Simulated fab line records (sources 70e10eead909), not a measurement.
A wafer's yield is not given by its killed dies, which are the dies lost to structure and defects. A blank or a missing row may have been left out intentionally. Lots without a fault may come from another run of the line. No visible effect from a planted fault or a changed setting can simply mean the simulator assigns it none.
Chamber matching	flow nand-harc	3 sister chambers for NHARC_A_STAIRCASE_DEP_156 on pecvd-01
The step deposits SiNx, target thk 50 nm. 6 wafers are shown with their chamber, then 11 later ones without.

EACH WAFER AND ITS CHAMBER
wafer	chamber	heater-power-w (W)
L088.3	1	753
L088.6	0	838
L089.1	2	690
L089.4	2	665
L089.6	1	731
L093.2	0	804

WAFERS WITH NO CHAMBER GIVEN
wafer	heater-power-w (W)
L093.4	693
L093.6	787
L093.1	679
L093.3	822
L093.5	825
L092.2	688
L092.5	721
L092.6	713
L091.4	793
L091.5	797
L091.6	765

CHAMBER TAKEN BY EACH
wafer	from the rows above	in truth
L093.4	can't be placed: 2 or 1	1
L093.6	can't be placed: 0 or 1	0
L093.1	2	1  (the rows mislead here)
L093.3	0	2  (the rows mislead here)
L093.5	0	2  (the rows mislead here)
L092.2	2	2
L092.5	can't be placed: 1 or 2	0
L092.6	can't be placed: 1 or 2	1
L091.4	can't be placed: 0 or 1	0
L091.5	can't be placed: 0 or 1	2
L091.6	can't be placed: 1 or 0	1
Correctly placed: 1 of 11. Can't be placed from these rows: 7 (the true chamber is among the candidates in 5). 3 placed wrongly.
How it was worked out, from the rows above alone: a wafer's distance from a chamber is the root of the sum, over the readings, of the square of ((its reading less the chamber's mean) divided by the reading's scatter). If the next closest chamber is less than 2 further off than the closest, the wafer can't be placed; otherwise it belongs to the closest. The mean given for a chamber averages the wafers shown for that chamber. The scatter: take each reading less its chamber's mean, square it, sum over the shown wafers, divide by the number of wafers less the number of chambers, and take the root.
